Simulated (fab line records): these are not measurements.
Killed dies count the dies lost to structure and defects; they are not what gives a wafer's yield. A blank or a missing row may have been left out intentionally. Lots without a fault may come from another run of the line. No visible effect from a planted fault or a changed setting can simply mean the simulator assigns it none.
fab line records -- flow nand-harc
record lots=12, wafers=36, last-day=34
route steps=1302 shown A_SLIT@942 A_WL_FILL@965
lots untouched by any fault: they come from a run of this same line in which no faults occurred
start-h: start of the lot's first displayed wafer, in hours after the record's first day -- wait-h: time in hours since the lot's previous step -- " as in the row above -- L1.1+2: several wafers, shown together as one row -- - value missing, or start not given -- * or withheld: withheld -- < > ~ a bound
route shown NAME@n: NAME is a module with steps in the file, n the number in the route of the first one -- usual: mean and standard deviation over wafers with no fault -- same: alike in all rows -- chamber/n: place in a boat -- sites: each site's reading -- _std_site: how widely they spread, as a standard deviation -- _edge_site: inner sites' mean taken away from outer sites' mean -- radius-mm: how far each site lies from the wafer's centre -- mask NAME#n: copy n -- behind: the tool/chamber that last shaped the wafer -- hold: what put the lot on hold/how long, in hours/how the hold closed -- device: the n, p or np transistor that did not switch -- end of line: tests of these same wafers at the route's end -- where a step has no rows: the recipe by itself -- killed: count of dies lost to structure and defects at first sort (not the wafer's yield) -- map: a wafer's dies, marking killed ones x, the rest . and places with no die _
set.NAME: setting as actually run; set.NAME@STEP: the setting as run at that earlier step -- model.NAME: the simulator's own value behind a step, which no gauge read
route steps across a sampled set of lots; one table per step, one row per wafer
services: a tool's chamber out of use, with start hour (start-h, from the record's first day; less than 0 if before it), hours out, and reason
## steps
# step NHARC_A_SLIT_ETCH_29
# recipe target-depth-a=1000, overetch-a=100, time-s=55, ion-energy-ev=100, cf4-flow-sccm=80, o2-flow-sccm=20, ar-flow-sccm=0, rf-w=300, bias-w=100, chemistry=CF4/O2
# usual drypump-motor-current-A=5.7/0.41, oes_f_703_au=1.000/0.0041, oes-product-au=1.000/0.0072, rf-vpp-V=198.1/1.2, showerhead-plenum-p-Torr=1.36/0.049, throttle-valve-pct=13.396/0.0085
lot.wafer,tool,chamber,start-h,wait-h,drypump-motor-current-A,oes_f_703_au,oes-product-au,rf-hours-counter-h,rf-vpp-V,showerhead-plenum-p-Torr,throttle-valve-pct
L369.2,rie-diel-13,2,464.92,0.1,5.0,1.008,1.019,3.9,198.9,1.39,13.403
L369.4,rie-diel-13,3,464.92,0.1,5.8,1.002,1.000,4.2,199.0,1.39,13.400
L369.1,rie-diel-13,1,464.92,0.1,5.5,0.999,0.992,4.2,199.9,1.43,13.405
L368.3,rie-diel-10,2,466.18,0.1,6.1,0.996,0.989,3.1,199.1,1.42,13.398
L368.1,rie-diel-10,0,466.18,0.1,5.5,1.001,1.005,2.5,198.7,1.35,13.389
L368.5,rie-diel-10,2,466.18,0.1,6.1,0.997,0.996,-,200.2,1.42,13.407
L371.1,rie-diel-10,2,474.12,0.1,6.1,1.000,0.995,3.4,198.4,1.42,13.410
L371.5,rie-diel-10,2,474.12,0.1,6.1,0.999,0.994,-,198.4,1.42,13.386
L371.6,rie-diel-10,3,474.12,0.1,5.6,1.000,0.997,-,198.5,1.37,13.410
L372.3,rie-diel-07,1,514.24,0.1,6.1,0.993,1.005,1.2,196.8,1.30,13.400
L372.6,rie-diel-07,0,514.24,0.1,6.3,0.998,1.008,-,197.8,1.26,13.404
L372.5,rie-diel-07,1,514.24,0.1,6.1,1.004,1.001,-,196.1,1.30,13.391
L374.3,rie-diel-13,0,518.07,0.1,6.1,0.988,1.008,6.8,197.7,1.34,13.400
L374.6,rie-diel-13,1,518.07,0.1,5.5,0.997,1.004,-,198.3,1.43,13.403
L374.5,rie-diel-13,2,518.07,0.1,5.0,0.995,1.007,-,199.4,1.39,13.393
L383.2,rie-diel-13,0,603.87,0.1,6.2,1.000,0.997,4.9,197.5,1.34,13.410
L383.1,rie-diel-13,3,603.87,0.1,5.8,1.008,1.000,3.9,199.2,1.38,13.391
L383.6,rie-diel-13,0,603.87,0.1,6.1,1.002,0.998,-,198.5,1.34,13.388
L384.4,rie-diel-13,0,607.68,0.1,6.1,1.001,0.995,5.1,198.8,1.34,13.386
L384.2,rie-diel-13,2,607.68,0.1,5.0,1.004,1.001,4.4,198.1,1.39,13.391
L384.6,rie-diel-13,1,607.68,0.1,5.4,1.004,0.984,-,200.2,1.43,13.399
L387.2,rie-diel-07,2,645.77,0.1,5.0,1.009,0.994,11.3,198.9,1.33,13.403
L387.3,rie-diel-07,3,645.77,0.1,5.8,1.009,1.008,9.9,198.1,1.39,13.397
L387.5,rie-diel-07,1,645.77,0.1,6.1,1.004,0.983,-,196.8,1.30,13.400
L386.4,rie-diel-10,2,645.96,0.1,6.1,0.999,0.993,2.7,199.7,1.41,13.392
L386.3,rie-diel-10,1,645.96,0.1,6.0,0.997,1.003,3.0,196.8,1.29,13.405
L386.5,rie-diel-10,3,645.96,0.1,5.6,0.993,0.986,-,199.5,1.37,13.399
L388.2,rie-diel-10,3,657.36,0.1,5.6,1.002,0.999,2.9,198.4,1.37,13.384
L388.3,rie-diel-10,0,657.36,0.1,5.5,0.998,0.999,3.2,197.2,1.35,13.401
L388.4,rie-diel-10,2,657.36,0.1,6.1,1.003,0.999,3.0,199.3,1.41,13.402
L390.2,rie-diel-07,3,685.07,0.1,5.8,1.003,1.006,1.2,198.4,1.39,13.385
L390.1,rie-diel-07,0,685.07,0.1,6.3,0.998,1.001,1.4,197.8,1.26,13.393
L390.5,rie-diel-07,2,685.07,0.1,5.0,1.005,1.004,-,196.0,1.33,13.394
L391.4,rie-diel-10,2,697.05,0.1,6.1,0.996,1.006,4.8,196.9,1.41,13.395
L391.2,rie-diel-10,1,697.05,0.1,6.1,1.005,1.006,5.4,196.6,1.29,13.387
L391.6,rie-diel-10,3,697.05,0.1,5.6,0.997,0.998,-,198.7,1.37,13.413
# step NHARC_A_WL_FILL_ALD_10
# recipe target-thk-a=500, pulse-time-s=10, ald-cycles=500, temp-c=300, material=SiO2
# usual ald-cycles=500/0, heater-power-w=458/42, precursor-pulse-height-rel=1.000/0.02
lot.wafer,tool,chamber,start-h,wait-h,ald-cycles,heater-power-w,precursor-pulse-height-rel
L368.3,ald-hk-02,2,479.60,0.6,500,455,1.012
L368.1,ald-hk-02,3,479.60,0.6,500,555,0.993
L368.5,ald-hk-02,2,481.68,2.7,500,451,0.990
L369.4,ald-hk-02,2,482.20,3.2,500,445,0.975
L369.2,ald-hk-02,3,482.20,3.2,500,550,0.996
L369.1,ald-hk-02,1,483.78,4.8,500,518,0.995
L371.1,ald-hk-03,3,492.69,1.7,500,512,1.005
L371.6,ald-hk-03,1,493.72,2.7,500,406,1.006
L371.5,ald-hk-03,2,493.72,2.7,500,429,0.973
L372.3,ald-hk-01,2,533.38,1.7,500,423,0.993
L372.5,ald-hk-01,2,535.42,3.8,500,421,1.024
L372.6,ald-hk-01,3,535.42,3.8,500,391,1.045
L374.3,ald-hk-03,0,535.32,3.7,500,446,1.021
L374.5,ald-hk-03,3,536.85,5.2,500,507,0.989
L374.6,ald-hk-03,0,536.85,5.2,566,453,1.043
L383.1,ald-hk-03,1,621.90,2.6,500,421,1.010
L383.2,ald-hk-03,3,622.93,3.6,500,508,0.992
L383.6,ald-hk-03,1,623.97,4.6,500,410,1.008
L384.4,ald-hk-02,3,623.34,0.0,500,538,1.009
L384.2,ald-hk-02,2,624.88,1.6,500,453,0.956
L384.6,ald-hk-02,3,624.88,1.6,500,536,1.001
L387.3,ald-hk-02,3,659.98,0.0,500,552,0.995
L387.2,ald-hk-02,0,659.98,0.0,500,453,0.981
L387.5,ald-hk-02,3,662.09,2.2,500,543,1.005
L386.4,ald-hk-03,0,661.98,2.0,500,418,1.021
L386.3,ald-hk-03,3,663.52,3.6,500,510,0.987
L386.5,ald-hk-03,0,663.52,3.6,500,420,1.017
L388.4,ald-hk-02,0,677.25,0.6,500,451,0.981
L388.3,ald-hk-02,1,677.25,0.6,500,483,0.980
L388.2,ald-hk-02,2,677.25,0.6,500,452,1.006
L390.1,ald-hk-02,1,698.95,0.1,500,489,1.000
L390.2,ald-hk-02,2,698.95,0.1,500,454,0.990
L390.5,ald-hk-02,1,701.01,2.1,500,477,1.005
L391.4,ald-hk-01,2,716.00,0.1,500,398,1.008
L391.2,ald-hk-01,1,717.51,1.6,500,487,0.985
L391.6,ald-hk-01,3,718.52,2.6,500,416,0.996
# step NHARC_A_WL_FILL_ETCHBACK_16
# recipe target-depth-a=1200, time-s=24, c4f8-flow-sccm=withheld, o2-flow-sccm=8, ar-flow-sccm=withheld, rf-w=600, bias-w=800, chemistry=C4F8/O2/Ar
# usual oes-product-au=0.983/0.029, rf-vpp-V=723/4.1
lot.wafer,tool,chamber,start-h,wait-h,oes-product-au,rf-hours-counter-h,rf-vpp-V
L368.1,rie-diel-01,0,-,-,0.996,5.9,719
L368.3,rie-diel-01,2,-,-,1.000,6.8,718
L368.5,rie-diel-01,3,-,-,0.999,-,723
L369.2,rie-diel-05,1,-,-,1.009,1.8,726
L369.1,rie-diel-05,2,-,-,1.007,1.5,725
L369.4,rie-diel-05,3,-,-,1.005,1.7,718
L371.1,rie-diel-01,2,-,-,0.993,8.4,718
L371.6,rie-diel-01,2,-,-,0.999,-,720
L371.5,rie-diel-01,3,-,-,0.998,-,722
L372.3,rie-diel-02,0,-,-,0.997,3.4,721
L372.6,rie-diel-02,1,-,-,0.991,-,729
L372.5,rie-diel-02,2,-,-,0.991,-,721
L374.3,rie-diel-01,2,-,-,0.939,9.4,718
L374.5,rie-diel-01,1,-,-,0.944,-,727
L374.6,rie-diel-01,2,-,-,0.946,-,717
L383.1,rie-diel-01,0,-,-,1.004,4.0,718
L383.2,rie-diel-01,2,-,-,1.006,3.5,718
L383.6,rie-diel-01,2,-,-,1.005,-,719
L384.4,rie-diel-05,3,-,-,0.997,1.2,716
L384.2,rie-diel-05,2,-,-,0.993,1.3,725
L384.6,rie-diel-05,3,-,-,0.987,-,717
L387.3,rie-diel-02,3,-,-,1.005,1.6,722
L387.2,rie-diel-02,0,-,-,0.996,2.5,720
L387.5,rie-diel-02,3,-,-,1.002,-,722
L386.3,rie-diel-01,3,-,-,0.928,6.0,722
L386.5,rie-diel-01,1,-,-,0.930,-,725
L386.4,rie-diel-01,2,-,-,0.937,-,718
L388.4,rie-diel-05,1,-,-,1.006,2.5,726
L388.3,rie-diel-05,2,-,-,1.002,2.5,723
L388.2,rie-diel-05,0,-,-,0.996,2.3,729
L390.2,rie-diel-02,0,-,-,0.931,3.6,720
L390.1,rie-diel-02,2,-,-,0.923,3.4,723
L390.5,rie-diel-02,3,-,-,0.918,-,722
L391.4,rie-diel-01,3,-,-,0.989,8.1,722
L391.2,rie-diel-01,1,-,-,0.989,9.2,727
L391.6,rie-diel-01,3,-,-,0.989,-,722
# step NHARC_A_WL_FILL_CMP_12
# recipe t-overpolish-s=30, target-thk-nm=100
# usual edge-zone-pressure-frac=1.000/0.005, motor-current-A=12.1/1.3, overpolish-run-s=30.001/0.01, slurry-flow-ml-min=150.1/0.47, time-to-endpoint-s=19.1/2.3
lot.wafer,tool,chamber,start-h,wait-h,edge-zone-pressure-frac,motor-current-A,overpolish-run-s,slurry-flow-ml-min,time-to-endpoint-s
L368.3,cmp-02,2,490.04,0.1,1.003,10.0,30.003,150.2,16.6
L368.1,cmp-02,3,490.04,0.1,1.002,13.5,30.001,148.9,18.1
L368.5,cmp-02,2,490.04,0.1,1.007,10.4,30.012,150.0,16.1
L369.2,cmp-02,1,493.03,0.1,0.995,12.2,30.003,150.2,17.5
L369.1,cmp-02,2,493.03,0.1,0.991,10.7,30.023,149.3,17.4
L369.4,cmp-02,3,493.03,0.1,1.001,14.1,30.017,149.8,16.9
L371.1,cmp-01,1,502.78,0.2,0.990,12.7,30.019,150.3,17.0
L371.6,cmp-01,2,502.78,0.2,1.001,14.4,29.992,150.0,19.2
L371.5,cmp-01,3,502.78,0.2,1.006,14.5,29.981,149.8,19.5
L372.3,cmp-04,2,542.98,0.1,0.999,12.2,29.985,150.5,17.9
L372.5,cmp-04,0,542.98,0.1,1.000,12.4,29.985,151.0,14.4
L372.6,cmp-04,1,542.98,0.1,1.008,12.3,29.987,150.2,18.1
L374.3,cmp-01,3,545.54,0.2,0.997,14.2,29.999,150.0,20.4
L374.5,cmp-01,1,545.54,0.2,0.995,12.3,30.012,149.5,21.5
L374.6,cmp-01,2,545.54,0.2,0.998,15.0,30.014,149.9,21.4
L383.1,cmp-02,2,630.07,0.1,1.004,10.3,29.996,149.8,20.5
L383.2,cmp-02,1,630.07,0.1,1.006,11.9,29.993,149.9,21.0
L383.6,cmp-02,2,630.07,0.1,1.000,10.6,30.000,150.1,18.5
L384.4,cmp-04,1,634.00,0.1,1.009,12.5,30.002,150.0,18.9
L384.2,cmp-04,0,634.00,0.1,1.005,12.3,29.998,150.1,21.0
L384.6,cmp-04,1,634.00,0.1,1.008,12.6,29.988,150.4,19.2
L386.3,cmp-04,2,670.81,0.1,0.990,12.5,29.988,149.8,19.7
L386.4,cmp-04,1,670.81,0.1,0.996,12.6,29.998,150.0,19.1
L386.5,cmp-04,2,670.81,0.1,0.997,11.3,30.006,149.6,18.7
L387.3,cmp-01,3,670.82,0.1,1.005,14.9,30.006,150.8,20.8
L387.2,cmp-01,0,670.82,0.1,1.002,10.2,29.997,150.0,19.5
L387.5,cmp-01,2,670.82,0.1,0.991,14.4,30.018,150.2,21.7
L388.3,cmp-02,1,687.37,0.1,1.001,12.0,29.987,150.2,23.0
L388.2,cmp-02,3,687.37,0.1,0.997,14.6,30.006,149.3,22.1
L388.4,cmp-02,0,687.37,0.1,1.001,11.4,29.998,149.8,18.6
L390.2,cmp-02,2,709.73,0.2,1.003,10.8,30.004,149.6,21.0
L390.1,cmp-02,0,709.73,0.2,1.008,11.0,30.022,150.6,19.7
L390.5,cmp-02,1,709.73,0.2,0.998,11.3,30.021,149.8,18.8
L391.4,cmp-04,1,726.70,0.1,0.999,11.9,29.992,150.2,20.0
L391.2,cmp-04,2,726.70,0.1,1.002,11.9,30.026,149.9,19.9
L391.6,cmp-04,0,726.70,0.1,1.002,12.7,30.000,150.0,18.6
## services
tool,chamber,start-h,hours,kind
rie-diel-10,-,463.96,0.7,repair
rie-diel-10,1,469.25,1.5,repair
cmp-04,-,500.54,0.4,repair
rie-diel-01,2,510.22,2.7,repair
rie-diel-10,0,521.51,6.7,repair
cmp-02,-,526.50,4.0,pm
ald-hk-02,-,527.23,10.0,pm
rie-diel-10,0,536.80,5.3,repair
rie-diel-10,2,552.92,4.8,repair
rie-diel-01,-,557.80,9.0,pm
ald-hk-02,-,567.58,0.2,repair
rie-diel-10,2,585.67,2.0,repair
ald-hk-02,-,595.28,0.6,repair
rie-diel-10,-,596.50,9.0,pm
cmp-02,-,617.47,0.8,repair
rie-diel-01,3,624.05,5.0,repair
cmp-02,-,624.51,4.0,pm
rie-diel-01,1,625.60,4.1,repair
rie-diel-01,0,652.84,15.8,repair
cmp-02,-,653.37,2.1,repair
rie-diel-10,-,688.28,1.2,repair
ald-hk-02,-,708.27,10.0,pm
rie-diel-10,0,721.03,3.3,repair
cmp-02,-,722.51,4.0,pm
## key
first-sign step=NHARC_A_WL_FILL_ALD_10, reading=ald-cycles, direction=up, sigmas=99+, usual=500, struck=566
effect none on later readings
met-at NHARC_A_WL_FILL_ALD_10
struck-lots L374
struck-wafers L374.6
tester-left-out L374
not-acting-at NHARC_A_SLIT_ETCH_29,NHARC_A_WL_FILL_ETCHBACK_16,NHARC_A_WL_FILL_CMP_12
onset-between 492.69 535.32
fault kind=process-parameter-drift, tool=ald-hk-03, chamber=-, onset-h=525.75, steps=NHARC_A_WL_FILL_ALD_10, channel=ald-cycles, offset=66, shape=step, end-h=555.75, scope=struck-wafers-only, acts-in=these-recipes-only, stated=500
# tester-left-out: of these lots the tester's yield and bins aren't shown, on N5 and GAA mostly nor the transistor test; their killed dies are dies lost to structure and defects alone, not to doping, threshold or leakage, so they don't give the yield
